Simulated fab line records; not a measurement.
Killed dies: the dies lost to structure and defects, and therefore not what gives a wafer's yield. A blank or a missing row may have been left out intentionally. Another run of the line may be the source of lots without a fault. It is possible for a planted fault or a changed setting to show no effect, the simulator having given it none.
The tool behind it: which one? | flow nand harc | 10 lots, 30 wafers sampled, at 6 steps of a route of 1302

## WHAT THE GAUGES READ, wafer by wafer
NHARC_A_SGD_CUT_INSPECT_11. Usual: raw defect count reads 48 (standard deviation 24).
lot  | measured     | on                | raw defect count        | flag
L837 | day 19 21:05 | defect inspect-02 | 59 53 60                |
L839 | day 20 10:28 | defect inspect-02 | 634 575 589 637 574 592 | OFF
L841 | day 21 04:18 | defect inspect-02 | 612 579 569 609 575 564 | OFF
L849 | day 24 02:50 | defect inspect-01 | 43 48 42                |
L850 | day 24 23:00 | defect inspect-02 | 79 102 79               |
L852 | day 26 00:04 | defect inspect-01 | 58 59 54                |
L853 | day 26 10:54 | defect inspect-01 | 55 55 53                |
L855 | day 27 03:32 | defect inspect-01 | 35 23 21                |
L858 | day 27 23:00 | defect inspect-01 | 37 35 33                |
L859 | day 29 16:41 | defect inspect-02 | 8 9 15                  |

NHARC_END_SORT_01. Usual: killed at array 56, standard deviation 17; killed at other 1.2, standard deviation 1.4; killed at periphery 4, standard deviation 3.2; killed dies 61, standard deviation 16; killed open 3.6, standard deviation 2.1; killed short 2.7, standard deviation 1.8.
lot  | measured     | on        | killed at array | killed at other | killed at periphery | killed dies | killed open | killed short | flag
L839 | day 27 11:01 | prober-02 | 118 120 123     | 2 2 4           | 3 4 2               | 123 126 129 | 2 2 3       | 5 2 2        | OFF
L841 | day 27 15:24 | prober-02 | 100 104 86      | 1 2 1           | 13 4 11             | 114 110 98  | 5 2 3       | 8 3 3        |

## EACH LOT AND THE TOOL THAT RAN IT (in order: tool; ch and the chambers of the sampled wafers; start)
lot  | NHARC_A_STAIRCASE_ETCHBACK_157     | NHARC_A_SGD_CUT_DEP_00          | NHARC_A_SGD_CUT_ETCH_15                       | NHARC_A_SGD_CUT_ETCHBACK_24
L837 | rie diel-07 ch 0,1,3, day 19 18:43 | pecvd-03 ch 0,1, day 19 20:16   | rie diel-11 ch 2,3, day 20 03:49 or earlier   | rie diel-02 ch 1,2, day 20 03:49
L839 | rie diel-08 ch 1,2, day 20 08:28   | pecvd-03 ch 1,2, day 20 09:37   | rie diel-11 ch 0,2, day 20 17:51 or earlier   | rie diel-02 ch 0,1, day 20 17:51
L841 | rie diel-08 ch 1,2,3, day 21 02:33 | pecvd-03 ch 0,1, day 21 03:36   | rie diel-11 ch 0,1,3, day 21 09:26 or earlier | rie diel-11 ch 1,2,3, day 21 09:26
L849 | rie diel-12 ch 2,3, day 24 01:07   | pecvd-01 ch 0,2, day 24 02:08   | rie diel-01 ch 2,3, day 24 08:17 or earlier   | rie diel-11 ch 0,1, day 24 08:17
L850 | rie diel-07 ch 0,1,3, day 24 21:16 | pecvd-03 ch 0,1, day 24 22:17   | rie diel-11 ch 0,1,2, day 25 05:20 or earlier | rie diel-11 ch 1,2, day 25 05:20
L852 | rie diel-12 ch 0,1, day 25 22:23   | pecvd-03 ch 0,1,2, day 25 23:24 | rie diel-01 ch 0,2,3, day 26 07:58 or earlier | rie diel-02 ch 0,1,3, day 26 07:58
L853 | rie diel-07 ch 0,3, day 26 09:05   | pecvd-03 ch 1,2, day 26 10:03   | rie diel-01 ch 0,3, day 26 17:13 or earlier   | rie diel-02 ch 2,3, day 26 17:13
L855 | rie diel-08 ch 1,2,3, day 27 01:44 | pecvd-03 ch 1,2, day 27 02:41   | rie diel-01 ch 0,1,2, day 27 09:50 or earlier | rie diel-11 ch 0,3, day 27 09:50
L858 | rie diel-07 ch 0,1,3, day 27 21:06 | pecvd-02 ch 0,1, day 27 22:09   | rie diel-02 ch 0,1,3, day 28 05:29 or earlier | rie diel-02 ch 0,1,3, day 28 05:29
L859 | rie diel-07 ch 2,3, day 29 14:52   | pecvd-02 ch 1,2, day 29 15:50   | rie diel-11 ch 0,1,2, day 29 23:27 or earlier | rie diel-01 ch 1,2,3, day 29 23:27
- NHARC_A_STAIRCASE_ETCHBACK_157: etches the open film in CH3F/O2, target depth 90 nm, time 167.14 s.
- NHARC_A_SGD_CUT_DEP_00: deposits SiNx, target thk 50 nm.
- NHARC_A_SGD_CUT_ETCH_15: etches the open film in CH3F/O2, target depth 75 nm, time 64.3 s.
- NHARC_A_SGD_CUT_ETCHBACK_24: etches the open film in CH3F/O2, target depth 50 nm, time 92.857 s.

## WHAT THE TOOLS THEMSELVES READ (means of the sampled wafers that have a number; where no wafer has one, the mark that the record gives instead)
NHARC_A_STAIRCASE_ETCHBACK_157. Usual: drypump motor current A 5.8 A, standard deviation 0.41; o2 flow sccm 30.02 sccm, standard deviation 0.1; oes product au 0.96 a.u., standard deviation 0.032; rf vpp V 243.8 V, standard deviation 1.4; showerhead plenum p Torr 2.42 Torr, standard deviation 0.083; throttle valve pct 20.663 %, standard deviation 0.0092.
lot  | tool        | drypump motor current A (A) | o2 flow sccm (sccm) | oes product au (a.u.) | rf vpp V (V) | showerhead plenum p Torr (Torr) | throttle valve pct (%) | flag
L837 | rie diel-07 | 5.7                         | 30.12               | 0.94                  | 243.0        | 2.37                            | 20.656                 |
L839 | rie diel-08 | 5.7                         | 30.00               | 0.96                  | 244.5        | 2.47                            | 20.675                 |
L841 | rie diel-08 | 5.9                         | 30.02               | 0.93                  | 245.3        | 2.47                            | 20.669                 |
L849 | rie diel-12 | 5.9                         | 29.97               | 1.01                  | 245.0        | 2.50                            | 20.666                 |
L850 | rie diel-07 | 5.7                         | 30.02               | 0.97                  | 244.0        | 2.36                            | 20.658                 |
L852 | rie diel-12 | 5.7                         | 30.07               | 0.92                  | 242.8        | 2.36                            | 20.657                 |
L853 | rie diel-07 | 5.2                         | 29.93               | 0.93                  | 242.5        | 2.35                            | 20.662                 |
L855 | rie diel-08 | 5.9                         | 30.03               | 0.92                  | 245.3        | 2.46                            | 20.653                 |
L858 | rie diel-07 | 5.6                         | 30.14               | 0.93                  | 243.1        | 2.35                            | 20.667                 |
L859 | rie diel-07 | 5.6                         | 29.94               | 1.00                  | 242.9        | 2.38                            | 20.662                 |

NHARC_A_SGD_CUT_DEP_00. Usual: heater power outer w 429 W, standard deviation 64; heater power w 714 W, standard deviation 78.
lot  | tool     | heater power outer w (W) | heater power w (W) | flag
L837 | pecvd-03 | 442                      | 732                |
L839 | pecvd-03 | 488                      | 763                |
L841 | pecvd-03 | 414                      | 690                |
L849 | pecvd-01 | 421                      | 723                |
L850 | pecvd-03 | 466                      | 730                |
L852 | pecvd-03 | 452                      | 728                |
L853 | pecvd-03 | 455                      | 727                |
L855 | pecvd-03 | 430                      | 679                |
L858 | pecvd-02 | 444                      | 769                |
L859 | pecvd-02 | 395                      | 639                |

NHARC_A_SGD_CUT_ETCH_15. Usual: drypump motor current A 5.6 A, standard deviation 0.35; o2 flow sccm 29.99 sccm, standard deviation 0.082; oes product au 0.959 a.u., standard deviation 0.02; rf vpp V 263.5 V, standard deviation 1.4; showerhead plenum p Torr 2.44 Torr, standard deviation 0.087; throttle valve pct 20.663 %, standard deviation 0.0094.
lot  | tool        | drypump motor current A (A) | o2 flow sccm (sccm) | oes product au (a.u.) | rf vpp V (V) | showerhead plenum p Torr (Torr) | throttle valve pct (%) | flag
L837 | rie diel-11 | 5.3                         | 29.99               | 0.983                 | 262.8        | 2.42                            | 20.667                 |
L839 | rie diel-11 | 5.4                         | 30.01               | 0.935                 | 264.3        | 2.48                            | 20.661                 |
L841 | rie diel-11 | 5.7                         | 30.05               | 0.985                 | 262.9        | 2.43                            | 20.661                 |
L849 | rie diel-01 | 5.3                         | 29.99               | 0.958                 | 262.9        | 2.42                            | 20.665                 |
L850 | rie diel-11 | 5.7                         | 30.04               | 0.959                 | 264.5        | 2.46                            | 20.664                 |
L852 | rie diel-01 | 5.7                         | 29.99               | 0.946                 | 263.7        | 2.43                            | 20.666                 |
L853 | rie diel-01 | 6.0                         | 30.04               | 0.963                 | 263.6        | 2.44                            | 20.662                 |
L855 | rie diel-01 | 5.7                         | 29.98               | 0.964                 | 262.5        | 2.39                            | 20.671                 |
L858 | rie diel-02 | 5.7                         | 29.99               | 0.975                 | 262.3        | 2.42                            | 20.663                 |
L859 | rie diel-11 | 5.7                         | 30.04               | 0.988                 | 263.6        | 2.45                            | 20.665                 |

NHARC_A_SGD_CUT_ETCHBACK_24. Usual: drypump motor current A 5.6 A, standard deviation 0.37; o2 flow sccm 29.99 sccm, standard deviation 0.09; oes product au 0.98 a.u., standard deviation 0.033; rf vpp V 244.2 V, standard deviation 1.5; showerhead plenum p Torr 2.45 Torr, standard deviation 0.092; throttle valve pct 20.663 %, standard deviation 0.0082.
lot  | tool        | drypump motor current A (A) | o2 flow sccm (sccm) | oes product au (a.u.) | rf vpp V (V) | showerhead plenum p Torr (Torr) | throttle valve pct (%) | flag
L837 | rie diel-02 | 5.7                         | 29.98               | 1.00                  | 244.9        | 2.47                            | 20.664                 |
L839 | rie diel-02 | 5.8                         | 29.96               | 0.99                  | 242.4        | 2.34                            | 20.666                 |
L841 | rie diel-11 | 5.6                         | 30.02               | 0.97                  | 244.5        | 2.42                            | 20.663                 |
L849 | rie diel-11 | 6.0                         | 29.93               | 1.01                  | 244.6        | 2.44                            | 20.661                 |
L850 | rie diel-11 | 5.8                         | 29.96               | 0.93                  | 243.4        | 2.43                            | 20.662                 |
L852 | rie diel-02 | 5.7                         | 29.92               | 0.92                  | 243.5        | 2.42                            | 20.666                 |
L853 | rie diel-02 | 5.6                         | 29.98               | 1.02                  | 245.0        | 2.56                            | 20.666                 |
L855 | rie diel-11 | 5.4                         | 29.97               | 1.01                  | 244.7        | 2.42                            | 20.670                 |
L858 | rie diel-02 | 5.7                         | 29.95               | 0.94                  | 244.2        | 2.42                            | 20.667                 |
L859 | rie diel-01 | 5.4                         | 30.05               | 1.00                  | 244.1        | 2.46                            | 20.659                 |

## THE ANSWER, worked out from the rows above alone
Rule: a lot counts as off when the mean over its wafers that have a number is more than 3 standard deviations away from the usual mean. Also off: a lot with no number at a reading for which 4 or more lots have one. The other lots that the step has rows for count as sound. The gauges are gone through in route order, then the tools' own readings, and for those a lot's mean is taken as printed above. At the first step where some lot is off, the reading lying furthest off is the one used; lots without a number count as furthest.
Off: L839, L841 (NHARC_A_SGD_CUT_INSPECT_11, raw defect count).
If a tool, at a process step before that reading, ran all the lots that are off and no sound lot after the first of them, it fits. Those tools and the gauges at NHARC_A_SGD_CUT_INSPECT_11 are tried in the same way. None of those tried fits.

## WHAT THE SIMULATOR HAD PUT IN
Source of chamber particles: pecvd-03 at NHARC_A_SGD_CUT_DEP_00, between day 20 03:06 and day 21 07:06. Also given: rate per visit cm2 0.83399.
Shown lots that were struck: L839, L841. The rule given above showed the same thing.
